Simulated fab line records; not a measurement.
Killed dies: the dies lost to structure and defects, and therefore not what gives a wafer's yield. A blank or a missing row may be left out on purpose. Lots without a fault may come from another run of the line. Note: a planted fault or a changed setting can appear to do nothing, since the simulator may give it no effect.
Which tool was responsible? + flow n5_finfet + 11 lots, 33 wafers sampled, at 3 steps of a route of 1938

WHAT EACH GAUGE READ, for each wafer
N5_BEOL_M6_CD_MEAS_11: target cd 38.5 nm. Usual: cd_nm reads 38.2 nm (standard deviation 0.48).
| lot  | measured     | on        | cd_nm (nm)     | flag |
|------|--------------|-----------|----------------|------|
| L431 | day 10 02:38 | cd_sem-03 | 38.2 37.6 37.5 |      |
| L430 | day 10 02:58 | cd_sem-01 | 38.3 37.8 37.7 |      |
| L439 | day 12 02:59 | cd_sem-02 | 38.7 38.7 38.3 |      |
| L441 | day 12 06:41 | cd_sem-01 | 38.0 38.7 37.5 |      |
| L443 | day 12 23:49 | cd_sem-01 | 37.4 37.7 37.9 |      |
| L447 | day 13 23:12 | cd_sem-02 | 37.5 37.5 37.5 |      |
| L449 | day 14 02:50 | cd_sem-02 | 38.4 38.4 37.7 |      |
| L450 | day 14 22:20 | cd_sem-01 | 37.8 38.1 38.3 |      |
| L452 | day 14 22:33 | cd_sem-01 | 38.4 38.9 38.2 |      |
| L451 | day 15 05:50 | cd_sem-03 | 38.3 38.6 37.7 |      |
| L453 | day 15 07:08 | cd_sem-01 | 39.0 39.2 38.2 |      |

N5_BEOL_M6_OVL_MEAS_12. Usual: M6_OVL typically reads 0.1 nm, with standard deviation 0.79.
| lot  | measured     | on         | M6_OVL (nm)   | flag |
|------|--------------|------------|---------------|------|
| L431 | day 10 02:40 | overlay-01 | 0.4 -0.3 0.3  |      |
| L430 | day 10 03:00 | overlay-01 | 0.2 -0.9 0.2  |      |
| L439 | day 12 03:01 | overlay-01 | -0.5 0.8 0.3  |      |
| L441 | day 12 06:43 | overlay-01 | -0.3 1.0 -0.4 |      |
| L443 | day 12 23:50 | overlay-01 | -0.1 -0.8 0.3 |      |
| L447 | day 13 23:14 | overlay-02 | 0.5 1.5 0.9   |      |
| L449 | day 14 02:52 | overlay-01 | 0.4 -0.3 -0.5 |      |
| L450 | day 14 22:22 | overlay-02 | 0.0 -1.5 0.2  |      |
| L452 | day 14 22:35 | overlay-02 | 1.2 -0.3 0.5  |      |
| L451 | day 15 05:52 | overlay-02 | 0.3 -1.3 0.5  |      |
| L453 | day 15 07:10 | overlay-01 | 0.5 -1.1 0.2  |      |

TOOL THAT RAN EACH LOT (tool first, then ch and the chambers of the sampled wafers, then the start)
| lot  | N5_BEOL_M6_PECVD_70             |
|------|---------------------------------|
| L431 | pecvd-03 ch 0,1, day 9 23:43    |
| L430 | pecvd-03 ch 0,1, day 10 00:32   |
| L439 | pecvd-04 ch 0,1, day 12 02:28   |
| L441 | pecvd-03 ch 0,1,2, day 12 04:42 |
| L443 | pecvd-03 ch 0,1,2, day 12 22:42 |
| L447 | pecvd-04 ch 0,1, day 13 21:59   |
| L449 | pecvd-04 ch 0,1,2, day 14 01:52 |
| L450 | pecvd-04 ch 0,2, day 14 19:50   |
| L452 | pecvd-04 ch 1,2, day 14 20:04   |
| L451 | pecvd-01 ch 0,1,2, day 15 05:25 |
| L453 | pecvd-03 ch 1,2, day 15 06:07   |
- N5_BEOL_M6_PECVD_70: deposits SiO2 from TEOS/O2, target thk 20 nm, time 22.7 s.

AS READ BY THE TOOLS THEMSELVES (means over the sampled wafers that have a number; for cases with no such wafer, the mark the record gives instead)
N5_BEOL_M6_PECVD_70. Usual: heater_power_w 657 W, standard deviation 74; showerhead_plenum_p_Torr 8.79 Torr, standard deviation 0.048; throttle_valve_pct 22.3 %, standard deviation 0.61.
| lot  | tool     | heater_power_w (W) | showerhead_plenum_p_Torr (Torr) | throttle_valve_pct (%) | flag |
|------|----------|--------------------|---------------------------------|------------------------|------|
| L431 | pecvd-03 | 651                | 8.79                            | 22.7                   |      |
| L430 | pecvd-03 | 687                | 8.80                            | 22.6                   |      |
| L439 | pecvd-04 | 615                | 8.84                            | 22.5                   |      |
| L441 | pecvd-03 | 682                | 8.76                            | 22.2                   |      |
| L443 | pecvd-03 | 634                | 8.77                            | 22.4                   |      |
| L447 | pecvd-04 | 618                | 8.80                            | 22.6                   |      |
| L449 | pecvd-04 | 651                | 8.80                            | 22.2                   |      |
| L450 | pecvd-04 | 616                | 8.76                            | 21.9                   |      |
| L452 | pecvd-04 | 612                | 8.85                            | 22.5                   |      |
| L451 | pecvd-01 | 805                | 8.84                            | 22.4                   |      |
| L453 | pecvd-03 | 703                | 8.76                            | 22.2                   |      |

THE ANSWER, worked out from the rows above alone
Rule: a lot is off if the mean of its wafers that have a number lies more than 3 standard deviations from the usual mean. Also off: a lot with no number at a reading for which 4 or more lots have one. The other lots that the step has rows for count as sound. First the gauges in route order, then the tools' own readings, where a lot's mean is used as printed above. At the first step where some lot is off, the reading lying furthest off is the one used; lots without a number count as furthest.
No lot is off on any of the readings shown, so nothing can be concluded from this.

WHAT WAS PUT IN BY THE SIMULATOR
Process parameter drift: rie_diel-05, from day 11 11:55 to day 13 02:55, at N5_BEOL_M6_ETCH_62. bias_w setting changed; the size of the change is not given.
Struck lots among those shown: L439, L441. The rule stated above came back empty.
